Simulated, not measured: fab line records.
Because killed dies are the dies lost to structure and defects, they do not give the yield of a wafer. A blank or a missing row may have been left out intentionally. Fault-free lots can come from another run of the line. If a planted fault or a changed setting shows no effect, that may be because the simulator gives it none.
fab line records | flow n5-finfet
[record] lots = 3 wafers = 8 last-day = 17
route steps=1938 shown BEOL_M3@931 BEOL_M4@1111 PASSIVATION@1936
lots untouched by any fault: they come from a run of this same line in which no faults occurred
start-h: hours from the record's opening day to when the first of the lot's shown wafers began | wait-h: hours from the lot's prior step to this one | " as in the row above | L1.1+2: one row covering several wafers at once | - no value present, or no start provided | * or withheld: withheld | < > ~ a bound
route shown NAME@n: NAME is a module with steps in the file, n the number in the route of the first one | usual: mean/standard deviation of fault-free wafers | same: alike in all rows | chamber/n: place in a boat | sites: each site's reading | _std_site: the standard deviation of these | _edge_site: inner sites' mean taken away from outer sites' mean | radius-mm: for every site, how far away it sits from the centre of the wafer | mask NAME#n: copy n | behind: the tool/chamber that last shaped the wafer | hold: why the lot was held/for how many hours/how that ended | device: names the non-switching transistor (n, p or np) | end of line: tests of these same wafers at the route's end | for a step that has no rows: nothing shown but its recipe | killed: count of dies lost to structure and defects at first sort (not the wafer's yield) | map: a wafer's dies, x killed, . not, _ none there
set.NAME: the setting as run; set.NAME@STEP: as run at that earlier step | model.NAME: the simulator's own value behind a step, which no gauge read
certain route steps with their lots: each step a table, each wafer a row
services: from which hour (start-h, from the record's first day; less than 0 if before it) a tool's chamber was out of use, for how many hours, and why
[[steps]]
[step N5_BEOL_M3_ILD_DEP_00]
[recipe] material = SiOC target-thk-a = 790 temp-c = 350 precursor = DEMS/O2 pressure-torr = 5 rf-w = 500 time-s = 15.3
[step N5_BEOL_M3_PECVD_72]
[recipe] material = SiO2 target-thk-a = 160 temp-c = 400 precursor = TEOS/O2 pressure-torr = 5.5 rf-w = 450 teos-flow-sccm = 53.8 gas = O2 flow-sccm = 3000 time-s = 18
[step N5_BEOL_M3_HM_DEP_02]
[recipe] material = TiN target-thk-a = 200 temp-c = 25 chamber-pressure-pa = 0.49996
[step N5_BEOL_M3_COAT_61]
[recipe] resist = SOC temp-c = 250 time-s = 60 spin-rpm = 1500 resist-thk-nm = 60
[step N5_BEOL_M3_COAT_62]
[recipe] resist = SiARC temp-c = 220 time-s = 60 spin-rpm = 1500 resist-thk-nm = 12
[step N5_BEOL_M3_COAT_73]
[recipe] resist = underlayer temp-c = 205 time-s = 60 spin-rpm = 1500 resist-thk-nm = 5
[step N5_BEOL_M3_COAT_05]
[recipe] resist = CAR-EUV spin-rpm = 1500 resist-thk-nm = 30
[step N5_BEOL_M3_EBR_07]
[recipe] solvent = PGMEA ebr-width-mm = 1.5
[step N5_BEOL_M3_SOFTBAKE_06]
[recipe] temp-c = 110 time-s = 60 resist = CAR-EUV
[step N5_BEOL_M3_EXPOSE_08]
[recipe] mask-id = M3 na = 0.33 source-shape = dipole sigma-inner = 0.369 sigma-outer = 0.767 polarization = unpolarized dose-mj = 33
[usual] exposure-dose-mJ-cm2 = 32.90/0.034
[same] na = 0.33
// columns lot.wafer tool chamber start-h wait-h mask exposure-dose-mJ-cm2
L218.3 euv-scanner-01 0 184.08 - M3#0 32.94
L218.5 " 0 " " M3#0 32.93
L224.1 euv-scanner-01 0 221.21 - M3#0 32.89
L224.2 " 0 " " M3#0 32.92
L224.4 " 0 " " M3#0 32.87
L234.1 euv-scanner-02 0 285.45 - M3#0 32.91
L234.3 " 0 " " M3#0 32.89
L234.5 " 0 " " M3#0 32.95
[step N5_BEOL_M3_PEB_09]
[recipe] peb-temp-c = 100 peb-time-s = 60 resist = CAR-EUV
[step N5_BEOL_M3_DEVELOP_10]
[recipe] develop-time-s = 30 developer = TMAH resist = CAR-EUV rinse-liquid = surfactant-rinse dry = air-spin dev-temp-c = 23
[step N5_BEOL_M3_DESCUM_16]
[recipe] chemistry = O2 time-s = 7 source-power-w = 50 bias-power-w = 20 pressure-mtorr = 20 rf-frequency-hz = 2.712e+07 temp-c = 40 resist = CAR-EUV o2-flow-sccm = 225
[step N5_BEOL_M3_ETCH_74]
[recipe] chemistry = N2/H2 target = underlayer target-depth-a = 65 mask-material = CAR-EUV time-s = 5.2 ion-energy-ev = 200 pressure-mtorr = 30 source-w = 840 bias-w = 150 n2-flow-sccm = 200 h2-flow-sccm = 200 ends = cleared
[step N5_BEOL_M3_ETCH_63]
[recipe] chemistry = CF4 target = SiARC target-depth-a = 156 mask-material = CAR-EUV time-s = 26 ion-energy-ev = 80 pressure-mtorr = 40 source-w = 545 bias-w = 36 Ar_flow_sccm = 100 cf4-flow-sccm = 100 ends = cleared
[step N5_BEOL_M3_ETCH_64]
[recipe] chemistry = N2/H2 target = SOC target-depth-a = 750 overetch-a = 150 mask-material = SiARC temp-c = 40 time-s = 112.5 ion-energy-ev = 200 pressure-mtorr = 30 source-w = 840 bias-w = 150 n2-flow-sccm = 200 h2-flow-sccm = 200
[step N5_BEOL_M3_STRIP_65]
[recipe] chemistry = N2/H2 temp-c = 40 n2-flow-sccm = 200 h2-flow-sccm = 200 rf-frequency-hz = 6e+07
[step N5_BEOL_M3_STRIP_75]
[recipe] chemistry = N2/H2 temp-c = 40 n2-flow-sccm = 200 h2-flow-sccm = 200 rf-frequency-hz = 6e+07
[step N5_BEOL_M3_STRIP_66]
[recipe] chemistry = CF4 resist = SiARC power-w = 300 bias-power-w = 75 pressure-mtorr = 50 cf4-flow-sccm = 150 rf-frequency-hz = 6e+07
[step N5_BEOL_M3_HM_OPEN_17]
[recipe] chemistry = Cl2/BCl3 target-depth-a = 200 overetch-a = 60 target = TiN mask-material = SOC ion-energy-ev = 150 pressure-mtorr = 10 icp-w = 1000 bias-w = 126 Cl2_flow_sccm = 53.25 bcl3-flow-sccm = 21.75 Ar_flow_sccm = 25
[step N5_BEOL_M3_STRIP_19]
[recipe] chemistry = O2 power-w = 400 temp-c = 40 pressure-mtorr = 30 rf-frequency-hz = 6e+07 bias-power-w = 0 overash-fraction = 0.2 o2-flow-sccm = 225
[step N5_BEOL_M3_COAT_67]
[recipe] resist = SOC temp-c = 250 time-s = 60 spin-rpm = 1500 resist-thk-nm = 60
[step N5_BEOL_M3_COAT_68]
[recipe] resist = SiARC temp-c = 220 time-s = 60 spin-rpm = 1500 resist-thk-nm = 12
[step N5_BEOL_M3_COAT_76]
[recipe] resist = underlayer temp-c = 205 time-s = 60 spin-rpm = 1500 resist-thk-nm = 5
[step N5_BEOL_M3_COAT_22]
[recipe] resist = CAR-EUV spin-rpm = 1500 resist-thk-nm = 30
[step N5_BEOL_M3_EBR_24]
[recipe] solvent = PGMEA ebr-width-mm = 1.5
[step N5_BEOL_M3_SOFTBAKE_23]
[recipe] temp-c = 110 time-s = 60 resist = CAR-EUV
[step N5_BEOL_M3_EXPOSE_25]
[recipe] mask-id = V2 na = 0.33 source-shape = quasar sigma-inner = 0.2 sigma-outer = 0.8 polarization = unpolarized defocus-nm = 5 dose-mj = 63
[step N5_BEOL_M3_PEB_26]
[recipe] peb-temp-c = 100 peb-time-s = 60 resist = CAR-EUV
[step N5_BEOL_M3_DEVELOP_27]
[recipe] develop-time-s = 30 developer = TMAH resist = CAR-EUV rinse-liquid = surfactant-rinse dry = air-spin dev-temp-c = 23
[step N5_BEOL_M3_DESCUM_33]
[recipe] chemistry = O2 time-s = 7 source-power-w = 50 bias-power-w = 20 pressure-mtorr = 20 rf-frequency-hz = 2.712e+07 temp-c = 40 resist = CAR-EUV o2-flow-sccm = 225
[step N5_BEOL_M3_ETCH_77]
[recipe] chemistry = N2/H2 target = underlayer target-depth-a = 65 mask-material = CAR-EUV time-s = 5.2 ion-energy-ev = 200 pressure-mtorr = 30 source-w = 840 bias-w = 150 n2-flow-sccm = 200 h2-flow-sccm = 200 ends = cleared
[step N5_BEOL_M4_RC_MEAS_101]
[usual] DIBL_N = 36.0/1.9 DIBL_P = 35.6/2.4 IOFF_N = 0.16/0.036 IOFF_P = 0.21/0.04 ION_N = 673/14 ION_P = 460/8.9 SS_N = 71.5/0.67 SS_P = 73.2/0.73 VT_N = 249/3.6 VT_P = -250/3.7
// columns lot.wafer tool chamber start-h wait-h DIBL_N[mV/V] DIBL_P[mV/V] IOFF_N[nA/um] IOFF_P[nA/um] ION_N[uA/um] ION_P[uA/um] SS_N[mV/dec] SS_P[mV/dec] VT_N[mV] VT_P[mV]
L218.3 prober-02 0 201.20 0.3 34.1 33.6 0.12 0.15 657 452 70.9 72.8 256 -255
L218.5 " 0 " " 34.4 34.9 0.13 0.17 664 461 71.1 73.7 253 -256
L224.1 prober-01 0 246.12 0.0 33.9 32.7 0.12 0.17 657 450 70.6 71.4 254 -252
L224.2 " 0 " " 36.7 36.8 0.18 0.22 688 464 71.3 72.5 247 -249
L224.4 " 0 " " 37.0 36.5 0.16 0.21 676 466 71.1 72.8 250 -251
L234.1 prober-02 0 310.68 0.0 34.0 34.4 0.13 0.17 649 448 71.5 72.5 251 -253
L234.3 " 0 " " 36.0 36.3 0.16 0.20 671 458 72.0 73.4 252 -252
L234.5 " 0 " " 36.9 38.4 0.19 0.22 675 455 72.1 73.6 245 -251
[step N5_PASSIVATION_PROBE_49]
[usual] defect-limited-yield = 91.2/1.4 killed_at_M0_to_M3 = 32/9.3 killed_at_M4_up = 14/4.9 killed-at-contacts = 15/7.5 killed-at-front-end = 40/11 killed-at-other = 4/3.3 killed-dies = 104/17 killed-open = 68/14 killed-short = 33/7.9 sort_bin_5_function = 5.2/0.99 sort_bin_6_memory = 3.2/0.65 sort-n-pass = 1076/17 sort-yield-pct = 91.1/1.5
[same] gross-dies = 1180 killed-at-back-side = 0 sort_bin_4_leakage[%] = 0 sort_bin_8_speed[%] = 0
// columns lot.wafer tool chamber start-h wait-h defect-limited-yield[%] killed_at_M0_to_M3 killed_at_M4_up killed-at-contacts killed-at-front-end killed-at-other killed-dies killed-open killed-short sort_bin_5_function[%] sort_bin_6_memory[%] sort-n-pass sort-yield-pct[%]
L224.1 prober-02 - 346.06 0.0 85.7 69 16 20 54 10 169 83 41 8.0 5.7 1011 85.7
L224.2 prober-02 - 346.11 0.1 89.0 49 12 30 33 6 130 97 32 6.0 4.6 1050 89.0
L224.4 prober-02 - 346.21 0.2 86.0 47 25 23 66 4 165 107 44 6.9 5.3 1015 86.0
// killed by level:class
L224.1 BEOL_M3:area-expose=42 MOL_CONTACT_COAG:geometric-particle:open=16 FIN_SAQP:geometric-particle:open=10 STI_FIN_REVEAL:geometric-particle:open=10 BEOL_M4:geometric-particle:open=10 GATE_CUT:geometric-particle:short=9 STI_FIN_REVEAL:geometric-particle:short=7 BEOL_M0_SAQP:geometric-particle:open=6
L224.2 MOL_CONTACT_COAG:geometric-particle:open=26 STI_FIN_REVEAL:geometric-particle:open=17 BEOL_M0_SAQP:geometric-particle:open=14 BEOL_M0:geometric-particle:open=8 BEOL_M0_SAQP:geometric-particle:short=7 GATE_CUT:geometric-particle:open=5 BEOL_M2:geometric-particle:short=5 BEOL_M3:geometric-particle:open=5
L224.4 MOL_CONTACT_COAG:geometric-particle:open=17 HKMG_FIN:area-etch=14 BEOL_M3:geometric-particle:open=13 BEOL_M4:geometric-particle:open=12 STI_FIN_REVEAL:geometric-particle:open=11 BEOL_M2:geometric-particle:open=10 FIN_SAQP:geometric-particle:open=7 BEOL_M0_SAQP:geometric-particle:short=7
// map L224.1 (x killed, . not)
_________________............________________
______________.x.............x.._____________
___________...x.x..................__________
__________...x.......x........xx...._________
________......xx.x......xx..........x._______
_______.......x............x..x.....x..______
______....................x......x.x...x_____
_____...........x..x...x..x......x.x.x...____
____....xx.xx.......................x...x.___
___..................x...x..xx...x.........__
___.......x....x.......x..............x..x.__
__.........................x.xxx.x........x._
__.................xx..xxx...x.........x...._
_....x....xx............x..x......xx....x....
_.x..........x....x.x........xx...x...x......
_x......x...x.x....x....x...x.............xx.
_..........x............x.x.x................
_..x.............x.............x.......x...x.
_......x....x..........................x.....
_..x.x......x.x...........x.............x..x.
_..x.....xxx.x.x..x...x................x.....
__xx...x.............x......................_
__......x............x...x.................._
___x....................................x..__
___........xx.......x.x.....x.x.........xx.__
____..xx..x.................x.........x...___
_____..x....x..x....x........x.....xx.xx.____
______.xx....x...................x...x.._____
_______........x........x.......x......______
________xxxx..x........x......x.....x._______
__________...........x..x.......x..._________
___________xx..xxx....x..........x.__________
______________.................._____________
_________________........x...________________
// map L218.5 (x killed, . not)
_________________...........x________________
______________x...........x....._____________
___________.....x..................__________
__________x.....x..................._________
________.....................x........_______
_______................................______
______.x.....x.......x.x...x..x..x......_____
_____....................x...............____
____x..............................x......___
___..............xx.................x......__
___....................x..............x..xx__
__.....x.................x...x....x..x......_
__......x...........x...........x.x..x......_
_x................x....x.....................
_..x...............................x..x......
_......x........x..x..........x...........x..
_......x..........................x.......xx.
_......x....x...............xx.x.............
_....x....................x..xx..x......x....
_.............x.x.........x.x........x.......
_.x.......x............x.x.x....x...x........
__.........x..........x....................._
__....x...............................x....._
___..xx.....x...........x..................__
___......x........x............x...........__
____x...x......................x....x.....___
_____.............xx...................x.____
______.......x......x....x.............._____
_______..........x...........x.........______
________.......x......................_______
__________.....x.............x......_________
___________........................__________
______________........x........._____________
_________________............________________
[[services]]
// columns tool chamber start-h hours kind
euv-scanner-02 0 163.23 - calibration
euv-scanner-01 - 173.61 1.0 pm
euv-scanner-02 - 182.37 4.6 pm
euv-scanner-02 - 213.01 1.0 pm
euv-scanner-01 - 214.02 4.6 pm
euv-scanner-01 0 218.66 - calibration
euv-scanner-02 - 238.46 22.8 repair
euv-scanner-02 - 269.16 1.0 pm
[[key]]
[first-sign] step = N5_PASSIVATION_PROBE_49 reading = killed_at_M0_to_M3 direction = up sigmas = 4 usual = 32 struck = 69
[effect] step = N5_PASSIVATION_PROBE_49 reading = killed-dies direction = up sigmas = 3.8 usual = 104 struck = 169
[more-kills-born-at] N5_BEOL_M3_EXPOSE_08@euv-scanner-01 = 42
met-at N5_BEOL_M3_EXPOSE_08
struck-wafers L224.1
[baseline-loss] step = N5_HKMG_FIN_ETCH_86 wafers = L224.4
onset-between 184.08 221.21
[fault] kind = process-parameter-drift tool = euv-scanner-01 chamber = - onset-h = 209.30 steps = N5_BEOL_M3_EXPOSE_08 channel = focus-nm offset = 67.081 shape = step end-h = 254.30 scope = struck-wafers-only
// baseline-loss: these wafers lose ten dies or more at that step, a loss of the line's own and not of a fault; the sort's usual values leave them out
